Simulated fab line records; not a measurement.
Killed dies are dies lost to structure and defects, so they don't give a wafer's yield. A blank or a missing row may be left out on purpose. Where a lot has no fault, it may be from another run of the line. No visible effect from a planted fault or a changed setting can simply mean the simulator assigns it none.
Shared-tool check || flow nand harc || 33 wafers sampled across 11 lots

## WHY IT WAS OPENED
Flagged at NHARC_A_BONDPAD_THK_MEAS_20: reading thk nm, on 2 of 11 lots. No-fault wafers: 169.5 nm, standard deviation 1.4.
Rule: a lot gets a flag if all its wafers with a number sit over 4 standard deviations from that mean, or if no wafer of it has a number. The other lots count as sound.

{"lot": "L145", "measured": "day 23 04:10", "on": "film metro-01", "thk nm (nm), wafer by wafer": "169.0 168.2 169.2", "flag": ""}
{"lot": "L148", "measured": "day 24 21:21", "on": "film metro-01", "thk nm (nm), wafer by wafer": "166.5 170.5 168.3", "flag": ""}
{"lot": "L150", "measured": "day 25 12:32", "on": "film metro-02", "thk nm (nm), wafer by wafer": "170.0 169.5 171.7", "flag": ""}
{"lot": "L153", "measured": "day 26 15:40", "on": "film metro-02", "thk nm (nm), wafer by wafer": "170.3 171.7 171.5", "flag": ""}
{"lot": "L151", "measured": "day 26 19:24", "on": "film metro-02", "thk nm (nm), wafer by wafer": "171.1 171.2 169.6", "flag": ""}
{"lot": "L154", "measured": "day 27 00:40", "on": "film metro-01", "thk nm (nm), wafer by wafer": "169.6 171.1 169.0", "flag": ""}
{"lot": "L156", "measured": "day 28 05:34", "on": "film metro-02", "thk nm (nm), wafer by wafer": "116.8 114.4 115.5", "flag": "FLAGGED"}
{"lot": "L160", "measured": "day 29 15:08", "on": "film metro-02", "thk nm (nm), wafer by wafer": "122.0 119.4 116.6", "flag": "FLAGGED"}
{"lot": "L167", "measured": "day 32 05:30", "on": "film metro-02", "thk nm (nm), wafer by wafer": "171.6 169.7 170.3", "flag": ""}
{"lot": "L166", "measured": "day 32 10:52", "on": "film metro-02", "thk nm (nm), wafer by wafer": "169.6 170.3 169.7", "flag": ""}
{"lot": "L168", "measured": "day 32 21:08", "on": "film metro-02", "thk nm (nm), wafer by wafer": "172.0 170.7 168.7", "flag": ""}
The mean of the flagged lots' numbers is 117.5 nm, -52.0 nm from the usual (-37 standard deviations).

## TOOL THAT RAN EACH LOT
3 process steps preceding the reading are held in the record, out of 1302 steps in the route. Every cell lists first the tool, next ch and the chambers used by the sampled wafers, and last the start.
{"lot": "L145", "flag": "", "NHARC_A_BONDPAD_ETCH_12": "rie diel-01 ch 0,1,2, day 23 03:10 or earlier", "NHARC_A_BONDPAD_ETCH_24": "rie diel-07 ch 2,3, day 23 03:10 or earlier", "NHARC_A_BONDPAD_ECD_18": "ecd cu-01 ch 0,1, day 23 03:10"}
{"lot": "L148", "flag": "", "NHARC_A_BONDPAD_ETCH_12": "rie diel-07 ch 0,1,2, day 24 20:21 or earlier", "NHARC_A_BONDPAD_ETCH_24": "rie diel-11 ch 0,1, day 24 20:21 or earlier", "NHARC_A_BONDPAD_ECD_18": "ecd cu-01 ch 0,1, day 24 20:21"}
{"lot": "L150", "flag": "", "NHARC_A_BONDPAD_ETCH_12": "rie diel-07 ch 0,1,3, day 25 11:35 or earlier", "NHARC_A_BONDPAD_ETCH_24": "rie diel-11 ch 0,3, day 25 11:35 or earlier", "NHARC_A_BONDPAD_ECD_18": "ecd cu-02 ch 0,1, day 25 11:35"}
{"lot": "L153", "flag": "", "NHARC_A_BONDPAD_ETCH_12": "rie diel-07 ch 1,3, day 26 14:43 or earlier", "NHARC_A_BONDPAD_ETCH_24": "rie diel-07 ch 0,1,3, day 26 14:43 or earlier", "NHARC_A_BONDPAD_ECD_18": "ecd cu-02 ch 0,1, day 26 14:43"}
{"lot": "L151", "flag": "", "NHARC_A_BONDPAD_ETCH_12": "rie diel-07 ch 0,2,3, day 26 18:28 or earlier", "NHARC_A_BONDPAD_ETCH_24": "rie diel-07 ch 0,2,3, day 26 18:28 or earlier", "NHARC_A_BONDPAD_ECD_18": "ecd cu-01 ch 0,1, day 26 18:28"}
{"lot": "L154", "flag": "", "NHARC_A_BONDPAD_ETCH_12": "rie diel-07 ch 2,3, day 26 23:36 or earlier", "NHARC_A_BONDPAD_ETCH_24": "rie diel-01 ch 1,2,3, day 26 23:36 or earlier", "NHARC_A_BONDPAD_ECD_18": "ecd cu-02 ch 0, day 26 23:36"}
{"lot": "L156", "flag": "FLAGGED", "NHARC_A_BONDPAD_ETCH_12": "rie diel-01 ch 1,2,3, day 28 04:30 or earlier", "NHARC_A_BONDPAD_ETCH_24": "rie diel-01 ch 0,1,2, day 28 04:30 or earlier", "NHARC_A_BONDPAD_ECD_18": "ecd cu-02 ch 0,1, day 28 04:30"}
{"lot": "L160", "flag": "FLAGGED", "NHARC_A_BONDPAD_ETCH_12": "rie diel-07 ch 0,2,3, day 29 14:12 or earlier", "NHARC_A_BONDPAD_ETCH_24": "rie diel-07 ch 0,2, day 29 14:12 or earlier", "NHARC_A_BONDPAD_ECD_18": "ecd cu-02 ch 0,1, day 29 14:12"}
{"lot": "L167", "flag": "", "NHARC_A_BONDPAD_ETCH_12": "rie diel-07 ch 1,2, day 32 03:40 or earlier", "NHARC_A_BONDPAD_ETCH_24": "rie diel-07 ch 1,3, day 32 03:40", "NHARC_A_BONDPAD_ECD_18": "ecd cu-02 ch 0,1, day 32 04:25"}
{"lot": "L166", "flag": "", "NHARC_A_BONDPAD_ETCH_12": "rie diel-07 ch 1,2, day 32 09:04 or earlier", "NHARC_A_BONDPAD_ETCH_24": "rie diel-07 ch 1,2, day 32 09:04", "NHARC_A_BONDPAD_ECD_18": "ecd cu-01 ch 0,1, day 32 09:50"}
{"lot": "L168", "flag": "", "NHARC_A_BONDPAD_ETCH_12": "rie diel-07 ch 2,3, day 32 19:04 or earlier", "NHARC_A_BONDPAD_ETCH_24": "rie diel-07 ch 1,2, day 32 19:04", "NHARC_A_BONDPAD_ECD_18": "ecd cu-01 ch 0,1, day 32 20:05"}
These steps, and what they do:
- NHARC_A_BONDPAD_ETCH_12: etches the open film in CHF3/O2, target depth 220 nm, time 110 s.
- NHARC_A_BONDPAD_ETCH_24: etches the open film in CF4/N2, target depth 30 nm, time 72.99 s.
- NHARC_A_BONDPAD_ECD_18: material Cu, target thk 400 nm.
- NHARC_A_BONDPAD_THK_MEAS_20: measures by xrf.

## FLAGGED AGAINST TOTAL, ONE TOOL AT A TIME (gauges that did the reading follow at the end)
{"step": "NHARC_A_BONDPAD_ETCH_12", "tool": "rie diel-01", "lots run": 2, "flagged": 1, "share of the flagged lots": "some", "sound lots run after its first flagged lot": 0}
{"step": "NHARC_A_BONDPAD_ETCH_12", "tool": "rie diel-07", "lots run": 9, "flagged": 1, "share of the flagged lots": "some", "sound lots run after its first flagged lot": "3 (L167,L166,L168)"}
{"step": "NHARC_A_BONDPAD_ETCH_24", "tool": "rie diel-01", "lots run": 2, "flagged": 1, "share of the flagged lots": "some", "sound lots run after its first flagged lot": 0}
{"step": "NHARC_A_BONDPAD_ETCH_24", "tool": "rie diel-07", "lots run": 7, "flagged": 1, "share of the flagged lots": "some", "sound lots run after its first flagged lot": "3 (L167,L166,L168)"}
{"step": "NHARC_A_BONDPAD_ETCH_24", "tool": "rie diel-11", "lots run": 2, "flagged": 0, "share of the flagged lots": "none", "sound lots run after its first flagged lot": "-"}
{"step": "NHARC_A_BONDPAD_ECD_18", "tool": "ecd cu-01", "lots run": 5, "flagged": 0, "share of the flagged lots": "none", "sound lots run after its first flagged lot": "-"}
{"step": "NHARC_A_BONDPAD_ECD_18", "tool": "ecd cu-02", "lots run": 6, "flagged": 2, "share of the flagged lots": "all", "sound lots run after its first flagged lot": "1 (L167)"}
{"step": "NHARC_A_BONDPAD_THK_MEAS_20", "tool": "film metro-01", "lots run": 3, "flagged": 0, "share of the flagged lots": "none", "sound lots run after its first flagged lot": "-"}
{"step": "NHARC_A_BONDPAD_THK_MEAS_20", "tool": "film metro-02", "lots run": 8, "flagged": 2, "share of the flagged lots": "all", "sound lots run after its first flagged lot": "3 (L167,L166,L168)"}
NHARC_A_BONDPAD_ETCH_12: start missing for some lots; hours and lot order therefore follow NHARC_A_BONDPAD_ECD_18. NHARC_A_BONDPAD_ETCH_24: start missing for some lots; hours and lot order therefore follow NHARC_A_BONDPAD_ECD_18.

## THE TABLE: WHAT IT ALLOWS
In 2 table rows, all flagged lots were run: ecd cu-02 (NHARC_A_BONDPAD_ECD_18), film metro-02 (NHARC_A_BONDPAD_THK_MEAS_20).
- ecd cu-02 at NHARC_A_BONDPAD_ECD_18: 2 of its 6 lots flagged. Lots that were sound ran on it after the first flagged one (L167); a persistent fault on the entire tool would not allow that.
- film metro-02 at NHARC_A_BONDPAD_THK_MEAS_20: 2 of its 8 lots flagged. Lots that were sound ran on it after the first flagged one (L167, L166, L168); a persistent fault on the entire tool would not allow that.
No row of the table ran every flagged lot and no sound lot after the first.

## WHAT THE SIMULATOR HAD PUT IN
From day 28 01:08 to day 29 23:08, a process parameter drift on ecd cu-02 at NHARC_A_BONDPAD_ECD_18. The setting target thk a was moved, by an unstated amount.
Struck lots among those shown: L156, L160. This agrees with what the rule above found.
